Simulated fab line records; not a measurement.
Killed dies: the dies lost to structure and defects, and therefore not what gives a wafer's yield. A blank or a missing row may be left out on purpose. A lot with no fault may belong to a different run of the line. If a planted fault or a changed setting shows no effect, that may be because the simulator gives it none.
A struck lot beside a sound one || flow nand-harc || 14 steps out of a route of 1159
Sound: these wafers, L643.1, L643.3, L643.4. Struck: wafer L652.4. The cause is given at the end.
Order at every step that has rows: each side's tool, ch and its chambers, its first start. Under that, the readings that differ: sound wafers || struck wafers || difference of the means || sigmas: that difference in standard deviations of wafers without a fault.
alike: words and numbers the same on both sides, and readings whose means are apart by under 2 such deviations; not compared: readings that were withheld, readings missing a value for some wafer, numbers with overlapping values and no deviation given by the record, and bounds like >300 which may hide the same value.
The two part at a step that has a row with sigmas, a row that says differs or no value, or rows on one side only. Non-overlapping numbers with no deviation appear without sigmas and do not part them. A reading missing from all wafers of one side parts the sides only when that side holds two or more wafers.

NHARC_A_STAIRCASE_TRIM_189: chemistry O2, time 211.2 s.
  sound: rie-diel-01 ch 0,1,2; struck: rie-diel-08 ch 3
  alike: drypump-motor-current-A, oes-product-au, rf-vpp-V, showerhead-plenum-p-Torr, throttle-valve-pct
  not compared: rf-hours-counter-h
then, 6 steps without rows for these wafers: NHARC_A_STAIRCASE_ETCH_190 (etches the open film in C4F8/O2, target depth 100 nm, time 40.5 s); NHARC_A_STAIRCASE_TRIM_191 (chemistry O2, time 211.2 s); NHARC_A_STAIRCASE_ETCH_192 (etches the open film in C4F8/O2, target depth 100 nm, time 40.5 s); NHARC_A_STAIRCASE_TRIM_193 (chemistry O2, time 211.2 s); NHARC_A_STAIRCASE_ETCH_194 (etches the open film in C4F8/O2, target depth 100 nm, time 40.5 s); NHARC_A_STAIRCASE_TRIM_196 (chemistry O2, time 211.2 s).
NHARC_A_STAIRCASE_ETCH_197: etches the open film in C4F8/O2, target depth 100 nm, time 40.5 s.
  sound: rie-diel-01 ch 1,2; struck: rie-diel-02 ch 3
  alike: oes-product-au, rf-vpp-V
  not compared: rf-hours-counter-h
NHARC_A_STAIRCASE_TRIM_198: chemistry O2, time 211.2 s.
  sound: rie-diel-01 ch 0,1,2; struck: rie-diel-02 ch 2
  alike: drypump-motor-current-A, oes-product-au, rf-vpp-V, showerhead-plenum-p-Torr, throttle-valve-pct
  not compared: rf-hours-counter-h
then, 1 step without rows for these wafers: NHARC_A_STAIRCASE_ETCH_199 (etches the open film in C4F8/O2, target depth 100 nm, time 40.5 s).
NHARC_A_STAIRCASE_TRIM_200: chemistry O2, time 211.2 s.
  sound: rie-diel-01 ch 0,1; struck: rie-diel-02 ch 0
{"reading": "drypump-motor-current-A (A)", "sound": "6.6 5.7 5.7", "struck": 5.1, "difference": -0.9, "sigmas": -2}
  alike: oes-product-au, rf-vpp-V, showerhead-plenum-p-Torr, throttle-valve-pct
  not compared: rf-hours-counter-h
NHARC_A_STAIRCASE_ETCH_201: etches the open film in C4F8/O2, target depth 100 nm, time 40.5 s.
  sound on rie-diel-01 ch 0,1,2, day 11 21:26; struck on rie-diel-02 ch 0, day 14 13:01
{"reading": "oes-product-au (a.u.)", "sound": "0.940 0.916 0.918", "struck": 0.762, "difference": -0.163, "sigmas": -10}
  alike: rf-vpp-V
  not compared: rf-hours-counter-h
NHARC_A_STAIRCASE_TRIM_202: chemistry O2, time 211.2 s.
  sound: rie-diel-01 ch 1,2; struck: rie-diel-02 ch 2
{"reading": "showerhead-plenum-p-Torr (Torr)", "sound": "3.63 3.48 3.63", "struck": 3.38, "difference": -0.20, "sigmas": -2}
  alike: drypump-motor-current-A, oes-product-au, rf-vpp-V, throttle-valve-pct
  not compared: rf-hours-counter-h
-- jump in the record: it breaks off in module A_STAIRCASE and resumes in module END (first step shown: number 1159 of the route), and 8 days separate the struck wafers' starts before and after --
NHARC_END_SORT_01:
  here the record holds rows for the struck wafers (prober-02 ch 0, day 22 10:51) but none for the sound ones

WHERE THEY PART
Last at NHARC_END_SORT_01 as far as this record goes, first at NHARC_A_STAIRCASE_TRIM_200.

WHY: what the simulator had put in
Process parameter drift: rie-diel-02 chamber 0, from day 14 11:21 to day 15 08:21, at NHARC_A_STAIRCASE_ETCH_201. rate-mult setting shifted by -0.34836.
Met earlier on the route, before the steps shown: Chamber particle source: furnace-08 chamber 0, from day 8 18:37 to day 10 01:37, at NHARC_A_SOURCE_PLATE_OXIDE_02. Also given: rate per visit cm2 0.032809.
